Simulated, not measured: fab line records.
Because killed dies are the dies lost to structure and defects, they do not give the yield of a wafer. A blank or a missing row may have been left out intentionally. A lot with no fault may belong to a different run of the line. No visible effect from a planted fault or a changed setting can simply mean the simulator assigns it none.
The tool behind it: which one? ; flow n5Finfet ; 6 lots, 17 wafers sampled, at 2 steps of a route of 1938

WHAT THE GAUGES READ, wafer by wafer
N5_PASSIVATION_CD_MEAS_10: the cd target is 3000 nm.
lot;measured;on;cdNm (nm)
L364;day 12 16:43;cdSem-01;2996.7 2999.8 2997.4
L368;day 13 15:59;cdSem-03;2996.7 2996.4
L373;day 14 18:40;cdSem-02;3001.7 2999.3 2997.6
L375;day 15 13:01;cdSem-03;3000.4 2997.1 2998.3
L381;day 17 01:40;cdSem-03;3001.7 3002.5 2996.9
L383;day 17 12:02;cdSem-01;2999.5 2997.8 3000.6

WHAT TOOL EACH LOT RAN ON (gives the tool, then ch and the chambers of the sampled wafers, and finally the start)
lot;N5_MIM_BOT_ETCH_ETCH_00
L364;rieMetal-03 ch 0,1, day 12 15:31
L368;rieMetal-02 ch 0,1, day 13 12:17
L373;rieMetal-03 ch 0,1, day 14 17:08
L375;rieMetal-02 ch 1, day 15 11:52
L381;rieMetal-02 ch 1, day 17 00:31
L383;rieMetal-01 ch 0,1, day 17 09:29
- N5_MIM_BOT_ETCH_ETCH_00: etches TiN in Cl2/BCl3, target depth 45.5 nm.

THE ANSWER, worked out from the rows above alone
Rule: the lots themselves supply what counts as usual. Put in order of their means at a reading, lots are off if they are a third of the lots or fewer, leave a main group of 4 or more, and stand apart from it by a gap of 3 or more times the standard deviation of the main group's means; of several such gaps the widest counts. If all means in a main group match to the digits the tables above print for the reading, that group is not used. A lot without any number at a reading at which 4 lots or more have one is off too. Any other lot the step has rows for is counted as sound.
None of the lots is off at any reading shown; this tells nothing.

WHAT THE SIMULATOR HAD INSERTED
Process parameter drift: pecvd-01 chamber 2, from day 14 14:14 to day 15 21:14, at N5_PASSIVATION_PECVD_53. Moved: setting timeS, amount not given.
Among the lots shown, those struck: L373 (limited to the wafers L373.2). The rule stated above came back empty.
